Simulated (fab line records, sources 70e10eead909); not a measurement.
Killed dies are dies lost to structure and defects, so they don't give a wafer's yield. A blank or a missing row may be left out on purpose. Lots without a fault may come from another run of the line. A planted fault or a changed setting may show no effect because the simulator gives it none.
Chamber matching | flow nand_harc | NHARC_A_STAIRCASE_ETCH_444 on rie_diel-06: 4 sister chambers
The step etches the open film in C4F8/O2, target depth 10200 nm, time 3400 s. 22 wafers are shown with their chamber, then 11 later ones without.

WAFERS WITH THEIR CHAMBER
wafer  | chamber | rf_vpp_V (V) | oes_product_au (a.u.)
L074.1 | 1       | 814          | 0.936
L074.3 | 2       | 806          | 0.928
L074.5 | 2       | 807          | 0.940
L075.2 | 3       | 811          | 0.919
L075.3 | 0       | 804          | 0.924
L075.6 | 0       | 805          | 0.911
L077.3 | 3       | 811          | 0.919
L077.4 | 0       | 804          | 0.924
L077.5 | 1       | 813          | 0.929
L080.1 | 0       | 804          | 0.923
L080.2 | 3       | 810          | 0.920
L080.6 | 1       | 814          | 0.920
L082.3 | 1       | 812          | 0.931
L082.4 | 2       | 804          | 0.925
L082.6 | 2       | 804          | 0.935
L083.3 | 0       | 804          | 0.925
L083.4 | 2       | 804          | 0.927
L083.6 | 0       | 805          | 0.921
L085.1 | 1       | 812          | 0.929
L085.3 | 3       | 811          | 0.935
L085.4 | 2       | 805          | 0.934
L087.1 | 0       | 803          | 0.925

SIGNATURES (means of the wafers above)
reading        | chamber 0 | chamber 1 | chamber 2 | chamber 3 | scatter within a chamber
rf_vpp_V       | 804.14    | 813.00    | 805.00    | 810.75    | 0.931
oes_product_au | 0.92186   | 0.92900   | 0.93150   | 0.92325   | 0.00593
Rule: a wafer's distance from a chamber is the root of the sum, over the readings, of the square of ((its reading less the chamber's mean) divided by the reading's scatter). The wafer belongs to the nearest chamber; if the next one is less than 2 further off, it can't be placed. The scatter: the root of (the sum of the squares of (reading less its chamber's mean) over the shown wafers, divided by (wafers less chambers)).

WAFERS WITHOUT THEIR CHAMBER
wafer  | rf_vpp_V (V) | oes_product_au (a.u.)
L087.2 | 812          | 0.928
L087.3 | 807          | 0.925
L089.1 | 811          | 0.920
L089.4 | 805          | 0.915
L089.5 | 805          | 0.929
L092.1 | 802          | 0.923
L092.2 | 806          | 0.921
L092.4 | 811          | 0.920
L094.1 | 804          | 0.927
L094.3 | 811          | 0.931
L094.5 | 804          | 0.920

WHICH CHAMBER EACH WENT THROUGH
wafer  | from the rows above          | in truth
L087.2 | can't be placed: 1 or 3      | 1
L087.3 | can't be placed: 2 or 0 or 3 | 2
L089.1 | 3                            | 3
L089.4 | can't be placed: 0 or 2      | 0
L089.5 | can't be placed: 2 or 0      | 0
L092.1 | can't be placed: 0 or 2      | 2
L092.2 | can't be placed: 0 or 2      | 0
L092.4 | 3                            | 3
L094.1 | can't be placed: 0 or 2      | 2
L094.3 | can't be placed: 3 or 1      | 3
L094.5 | can't be placed: 0 or 2      | 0
Placed correctly: 2 of 11. Can't be placed from these rows: 9 (the true chamber is among the candidates in 9). Placed wrongly: 0.
